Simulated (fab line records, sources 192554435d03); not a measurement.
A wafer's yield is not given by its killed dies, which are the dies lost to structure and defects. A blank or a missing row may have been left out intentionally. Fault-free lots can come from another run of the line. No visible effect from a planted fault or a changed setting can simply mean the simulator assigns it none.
Which tool was responsible? -- flow n5 finfet -- route of 1938 steps, sampled at 1 step: 11 lots, 33 wafers

WHAT EACH GAUGE READ, for each wafer
N5_BEOL_M13_CD_MEAS_17: the cd target is 190 nm.
lot,measured,on,cd nm (nm)
L729,day 11 03:07,cd sem-02,188.4 188.4 190.0
L733,day 11 19:01,cd sem-01,190.1 191.0 190.2
L738,day 12 15:14,cd sem-02,189.6 191.4 190.5
L736,day 12 16:34,cd sem-01,191.5 190.4 189.1
L737,day 12 22:23,cd sem-01,189.9 190.5 189.7
L735,day 13 07:05,cd sem-03,193.7 191.3 192.5
L739,day 13 13:11,cd sem-01,192.7 190.7 192.2
L741,day 13 22:46,cd sem-03,190.1 191.1 189.7
L746,day 14 22:17,cd sem-02,190.5 188.4 189.0
L749,day 15 17:19,cd sem-03,191.3 190.9 193.4
L752,day 16 08:04,cd sem-02,190.2 190.1 189.6

EACH LOT AND THE TOOL THAT RAN IT (in order: tool; ch and the chambers of the sampled wafers; start)
Record: no process step prior to these readings.

THE ANSWER, worked out from the rows above alone
Rule: the usual values come from the lots themselves. Put in order of their means at a reading, lots are off if they are a third of the lots or fewer, leave a main group of 4 or more, and stand apart from it by a gap of 3 or more times the standard deviation of the main group's means; of several such gaps the widest counts. The tables above print the reading to a certain number of digits; a main group whose means all agree to those digits is not used. Also off: a lot with no number at a reading for which 4 or more lots have one. Any other lot the step has rows for is counted as sound.
No lot is off at any reading shown: from this, nothing can be told.

WHAT THE SIMULATOR HAD INSERTED
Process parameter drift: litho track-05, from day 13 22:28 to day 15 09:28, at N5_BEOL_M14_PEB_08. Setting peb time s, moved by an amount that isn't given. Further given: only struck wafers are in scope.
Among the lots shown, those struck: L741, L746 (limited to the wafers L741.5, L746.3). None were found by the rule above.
